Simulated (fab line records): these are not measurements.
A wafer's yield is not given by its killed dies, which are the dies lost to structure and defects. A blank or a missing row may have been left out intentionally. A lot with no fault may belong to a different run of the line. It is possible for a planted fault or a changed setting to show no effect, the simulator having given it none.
A struck lot beside a sound one | flow nandHarc | 40 steps out of a route of 1302
Sound: these wafers, L101.2, L101.5, L101.6. The struck wafers were L119.1, L119.5, L119.6. At the end, the cause is stated.
Each step with rows lists, per side, the tool, then ch with its chambers, then its first start. Under that, the readings that differ: sound wafers | struck wafers | difference of the means | sigmas: that difference in standard deviations of wafers without a fault.
alike: readings with means less than 2 such deviations apart, plus words and numbers identical on both sides. not compared: withheld readings, readings lacking a value on some wafer, bounds such as >300 that could conceal the same value, and numbers that have no deviation in the record and whose values overlap.
A row with sigmas, a row that says differs or no value, or rows on one side alone: a step with any of these is where the two part. Numbers that have no deviation but don't overlap get no sigmas and don't part them. Lack of a reading on every wafer of one side parts them only where that side has two or more wafers.

first, 11 steps without rows for these wafers: NHARC_A_STAIRCASE_DEHYDRATE_260 (time 120 s); NHARC_A_STAIRCASE_HMDS_261 (time 30 s); NHARC_A_STAIRCASE_COAT_262; NHARC_A_STAIRCASE_SOFTBAKE_263 (time 170 s); NHARC_A_STAIRCASE_EBR_264; NHARC_A_STAIRCASE_EXPOSE_265 (exposes mask CHOP 200); NHARC_A_STAIRCASE_PEB_266 (peb time 130 s); NHARC_A_STAIRCASE_DEVELOP_267 (time 140 s); NHARC_A_STAIRCASE_HARDBAKE_269 (time 140 s); NHARC_A_STAIRCASE_DESCUM_270 (chemistry O2, time 3 s); NHARC_A_STAIRCASE_ETCH_271 (etches the open film in CF4/CHF3).
NHARC_A_STAIRCASE_HM_OPEN_457: chemistry O2/COS.
  sound on rieDiel-12 ch 0,1, day 16 15:05; struck on rieDiel-12 ch 2,3, day 23 19:01
reading             | sound             | struck            | difference | sigmas
oesProductAu (a.u.) | 0.983 0.998 0.981 | 1.013 1.003 1.016 | +0.023     | +2
  alike: drypumpMotorCurrentA, o2FlowSccm, rfVppV, showerheadPlenumPTorr, throttleValvePct
  not compared: rfHoursCounterH
then, 1 step without rows for these wafers: NHARC_A_STAIRCASE_STRIP_458 (strips in O2/COS).
NHARC_A_STAIRCASE_ETCH_451: etches the open film in CF4/O2, target depth 30 nm, overetch 3 nm, time 16.5 s.
  sound on rieDiel-12 ch 2,3; struck on rieDiel-12 ch 0,1,3
  alike: drypumpMotorCurrentA, o2FlowSccm, oesProductAu, rfVppV, showerheadPlenumPTorr, throttleValvePct
  not compared: rfHoursCounterH
NHARC_A_STAIRCASE_ETCH_273: etches the open film in C4F8/O2/Ar, target depth 10200 nm, time 2468.6 s.
  sound on rieDiel-12 ch 0,2,3; struck on rieDiel-12 ch 0,1,3
  alike: oesProductAu, rfVppV
  not compared: rfHoursCounterH
then, 5 steps without rows for these wafers: NHARC_A_STAIRCASE_STRIP_274 (strips in O2); NHARC_A_STAIRCASE_STRIP_275 (strips in SPM, time 900 s); NHARC_A_STAIRCASE_PRECLEAN_276 (cleans in SC1); NHARC_A_STAIRCASE_SRD_277; NHARC_A_STAIRCASE_HM_DEP_459 (deposits aC, target thk 1500 nm).
NHARC_A_STAIRCASE_DEP_280: deposits SiON, target thk 30 nm.
  sound on pecvd-01 ch 0,1, day 16 21:52; struck on pecvd-02 ch 0,1,2, day 23 23:59
  alike: heaterPowerW, susceptorTempC
  not compared: sinceWetCleanH
then, 10 steps without rows for these wafers: NHARC_A_STAIRCASE_DEHYDRATE_281 (time 120 s); NHARC_A_STAIRCASE_HMDS_282 (time 30 s); NHARC_A_STAIRCASE_COAT_283; NHARC_A_STAIRCASE_SOFTBAKE_284 (time 170 s); NHARC_A_STAIRCASE_EBR_285; NHARC_A_STAIRCASE_EXPOSE_286 (exposes mask CHOP 100); NHARC_A_STAIRCASE_PEB_287 (peb time 130 s); NHARC_A_STAIRCASE_DEVELOP_288 (time 140 s); NHARC_A_STAIRCASE_HARDBAKE_290 (time 140 s); NHARC_A_STAIRCASE_DESCUM_291 (chemistry O2, time 3 s).
NHARC_A_STAIRCASE_ETCH_292: etches the open film in CF4/CHF3.
  sound on rieDiel-02 ch 0,1,2, day 16 22:53; struck on rieDiel-02 ch 1,2,3, day 24 00:56
reading             | sound             | struck            | difference | sigmas
oesProductAu (a.u.) | 0.920 0.927 0.927 | 0.981 0.971 0.974 | +0.051     | +2
  alike: drypumpMotorCurrentA, rfVppV, showerheadPlenumPTorr, throttleValvePct
  not compared: rfHoursCounterH
NHARC_A_STAIRCASE_HM_OPEN_460: chemistry O2/COS.
  sound on rieDiel-02 ch 0,1,3; struck on rieDiel-02 ch 1,2
  alike: drypumpMotorCurrentA, o2FlowSccm, oesProductAu, rfVppV, showerheadPlenumPTorr, throttleValvePct
  not compared: rfHoursCounterH
then, 6 steps without rows for these wafers: NHARC_A_STAIRCASE_STRIP_461 (strips in O2/COS); NHARC_A_STAIRCASE_ETCH_452 (etches the open film in CF4/O2, target depth 30 nm, overetch 3 nm, time 16.5 s); NHARC_A_STAIRCASE_ETCH_294 (etches the open film in C4F8/O2/Ar, target depth 4989 nm, time 1211.6 s); NHARC_A_STAIRCASE_STRIP_295 (strips in O2); NHARC_A_STAIRCASE_STRIP_296 (strips in SPM, time 900 s); NHARC_A_STAIRCASE_PRECLEAN_297 (cleans in SC1).
-- jump in the record: it breaks off in module A_STAIRCASE and resumes in module END (first step shown: number 1302 of the route), and 8 days separate the struck wafers' starts before and after --
NHARC_END_SORT_01:
  at this point the record logs the struck wafers (prober-01 ch 0, day 32 04:13) and has no rows for the sound ones

WHERE THEY PART
At NHARC_A_STAIRCASE_HM_OPEN_457 first; at NHARC_END_SORT_01 last (within this record only).

WHY: whatever the simulator had introduced
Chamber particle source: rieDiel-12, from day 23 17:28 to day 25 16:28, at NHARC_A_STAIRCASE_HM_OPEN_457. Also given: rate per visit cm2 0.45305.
